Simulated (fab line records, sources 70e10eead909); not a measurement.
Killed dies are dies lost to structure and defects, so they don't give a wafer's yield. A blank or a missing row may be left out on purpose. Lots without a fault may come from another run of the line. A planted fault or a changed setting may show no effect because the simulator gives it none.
Which tool did it? | flow nand_harc | 7 lots, 21 wafers sampled, at 5 steps of a route of 1302

WHAT THE GAUGES READ, wafer by wafer
NHARC_END_SORT_01.
lot  | measured     | on        | killed_at_array
L277 | day 27 13:31 | prober-02 | 128 147 169

WHICH TOOL RAN EACH LOT (tool, then ch and the chambers of the sampled wafers, then the start)
lot  | NHARC_A_CONTACT_STRIP_107          | NHARC_THIN_TSV_DEGAS_49      | NHARC_THIN_TSV_ANNEAL_52         | NHARC_THIN_TSV_STRIP_56
L270 | rie_diel-10 ch 0,1,2, day 23 09:01 | pvd_sputter-01, day 24 20:28 | rtp_anneal-02 ch 0, day 24 21:37 | plasma_asher-01 ch 0,1, day 25 00:21
L271 | rie_diel-03 ch 0,2, day 23 22:55   | pvd_sputter-02, day 25 10:24 | rtp_anneal-02 ch 0, day 25 11:34 | plasma_asher-01 ch 0,1, day 25 14:14
L277 | rie_diel-10 ch 0,1,2, day 25 14:10 | pvd_sputter-01, day 27 03:44 | rtp_anneal-02 ch 0, day 27 04:57 | plasma_asher-02 ch 0,1, day 27 07:48
L283 | rie_diel-05 ch 0,1,2, day 27 19:16 | pvd_sputter-02, day 29 05:01 | rtp_anneal-01 ch 0, day 29 06:14 | plasma_asher-01 ch 0,1, day 29 08:50
L287 | rie_diel-03 ch 2,3, day 29 23:53   | pvd_sputter-02, day 31 10:26 | rtp_anneal-01 ch 0, day 31 11:38 | plasma_asher-02 ch 0,1, day 31 14:08
L290 | rie_diel-10 ch 1,3, day 31 01:33   | pvd_sputter-01, day 32 16:58 | rtp_anneal-02 ch 0, day 32 18:17 | plasma_asher-01 ch 0,1, day 32 21:07
L292 | rie_diel-10 ch 1,2, day 31 13:18   | pvd_sputter-03, day 32 22:43 | rtp_anneal-01 ch 0, day 32 23:56 | plasma_asher-02 ch 0,1, day 33 02:28
- NHARC_A_CONTACT_STRIP_107: strips in N2/H2.
- NHARC_THIN_TSV_DEGAS_49: time 120 s.
- NHARC_THIN_TSV_ANNEAL_52: time 90 s.
- NHARC_THIN_TSV_STRIP_56: strips in O2.

THE ANSWER, worked out from the rows above alone
Rule: what is usual is taken from the lots themselves. Put in order of their means at a reading, lots are off if they are a third of the lots or fewer, leave a main group of 4 or more, and stand apart from it by a gap of 3 or more times the standard deviation of the main group's means; of several such gaps the widest counts. A main group whose means are all the same, to the digits that the tables above print for the reading, isn't used. A lot without any number at a reading at which 4 lots or more have one is off too. The other lots that the step has rows for count as sound.
No lot is off at any reading shown: from this, nothing can be told.

WHAT THE SIMULATOR HAD PUT IN
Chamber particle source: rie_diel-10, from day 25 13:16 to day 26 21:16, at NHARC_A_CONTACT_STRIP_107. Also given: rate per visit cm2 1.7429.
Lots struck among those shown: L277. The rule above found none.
